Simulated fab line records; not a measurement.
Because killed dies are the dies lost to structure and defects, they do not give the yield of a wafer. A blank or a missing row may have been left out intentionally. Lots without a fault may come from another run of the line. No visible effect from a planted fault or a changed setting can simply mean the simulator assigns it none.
Split-lot experiment	flow n5Finfet	route with 1938 steps; 7 lots, 21 wafers read

ABOUT THE SPLIT
At N5_BEOL_M9_TRENCH_ETCH_37 (etches SiCOH lowk in C4F6/O2, target depth 151.43 nm, time 49 s), the setting sourceW was moved away from the recipe's 345 W on 7 of the 21 wafers read, by -17.8% to +13.9%. The other wafers ran this setting at the recipe's value.

FROM THE SPLIT TO THE READING: what the file shows between them, 2 steps
- N5_BEOL_M9_ETCH_41: etches SiCN in CH3F/O2, target depth 36.6 nm, time 70.1 s
- N5_BEOL_M9_STRIP_80: strips in N2/H2, time 10 s

THE READING
trenchDepthNm, in nm, at N5_BEOL_M9_OCD_MEAS_38. Typical for fault-free wafers on this fab line: 151.8 nm, with standard deviation 2.1 nm.

wafer	tool, chamber at the split	sourceW as run, W	against the recipe	trenchDepthNm, nm	against lot-mates on the recipe
L079.1	rieDiel-06, 1	345	recipe	149.6	-
L079.3	rieDiel-06, 3	345	recipe	152.8	-
L079.6	rieDiel-06, 2	385.9	+11.9%	157.9	+6.7
L080.1	rieDiel-06, 1	392.8	+13.9%	157.1	+7.2
L080.3	rieDiel-06, 0	345	recipe	150.5	-
L080.5	rieDiel-06, 1	345	recipe	149.4	-
L090.2	rieDiel-06, 3	345	recipe	150.6	-
L090.3	rieDiel-06, 0	383.1	+11.0%	158.6	+8.0
L090.4	rieDiel-06, 0	383.1	+11.0%	157.5	+6.9
L093.1	rieDiel-03, 1	345	recipe	149.9	-
L093.2	rieDiel-03, 0	345	recipe	152.2	-
L093.4	rieDiel-03, 2	345	recipe	153.0	-
L095.3	rieDiel-04, 1	345	recipe	156.7	-
L095.5	rieDiel-04, 2	308.5	-10.6%	143.1	-10.8
L095.6	rieDiel-04, 3	345	recipe	151.0	-
L096.1	rieDiel-04, 2	283.7	-17.8%	140.0	-16.1
L096.3	rieDiel-04, 1	345	recipe	158.2	-
L096.5	rieDiel-04, 0	345	recipe	154.1	-
L097.3	rieDiel-04, 2	345	recipe	151.0	-
L097.5	rieDiel-04, 1	345	recipe	156.5	-
L097.6	rieDiel-04, 2	329.2	-4.6%	147.0	-6.8

THE FIT
A straight line over all 21 wafers: trenchDepthNm changes by +0.593 nm for each +1% of sourceW; r = +0.85; the points scatter about the line by 2.7 nm.
The same after taking each lot's own level away (the mean of its wafers on the recipe; 21 wafers): +0.767 nm for each +1%; r = +0.94; scatter 2.1 nm.
Per that fit: largest sourceW move, reading shift of 14 nm.
The span of the lots' own levels, 149.95 to 156.15 nm, comes to 3.0 times the standard deviation stated above.
Thus the slope moves with the lot-to-lot level: the two fits are different.
Check: for one of the wafers moved furthest among these (-17.8%), held out of the fit, the line's prediction against its lot-mates is -13.3 nm. It came out at -16.1 nm against them.
Tool readings at the split's step, against how far the setting was moved: rfVppV r = -0.92.

OTHER SPLITS APPLIED TO THESE WAFERS
Other splits were also applied to these wafers ahead of the reading. Each is held against what the fit with the lots' levels taken away leaves over:
other split on the same wafers	wafers away from the commonest value	r with trenchDepthNm (lot level and that fit taken away)
N5_BEOL_M6_TRENCH_ETCH_37 timeS	11	+0.02
N5_BEOL_M8_COAT_59 spinRpm	4	-0.24
N5_BEOL_M8_DESCUM_16 timeS	8	+0.04
N5_BEOL_M9_ETCH_66 timeS	11	-0.10

THE WHOLE CHAIN: every reading that the file lists as answering this split, in the file's order
step	what it does	reading	change (the file's fit)	r (the file's)
N5_BEOL_M9_TRENCH_ETCH_37	etches SiCOH lowk in C4F6/O2, target depth 151.43 nm, time 49 s	rfVppV	-2.94 V for each +1% of the setting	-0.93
N5_BEOL_M9_TRENCH_ETCH_37	etches SiCOH lowk in C4F6/O2, target depth 151.43 nm, time 49 s	etch.depthNm (the simulator's own value, which no gauge read)	+0.744 nm for each +1% of the setting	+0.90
N5_BEOL_M9_TRENCH_ETCH_37	etches SiCOH lowk in C4F6/O2, target depth 151.43 nm, time 49 s	BEOL_M9.featureDepthNm (the simulator's own value, which no gauge read)	+0.746 nm for each +1% of the setting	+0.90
N5_BEOL_M9_OCD_MEAS_38		trenchDepthNm	+0.767 nm for each +1% of the setting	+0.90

FILE'S OWN FIT
trenchDepthNm changes by +0.767 nm for each +1% of sourceW, r = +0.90.
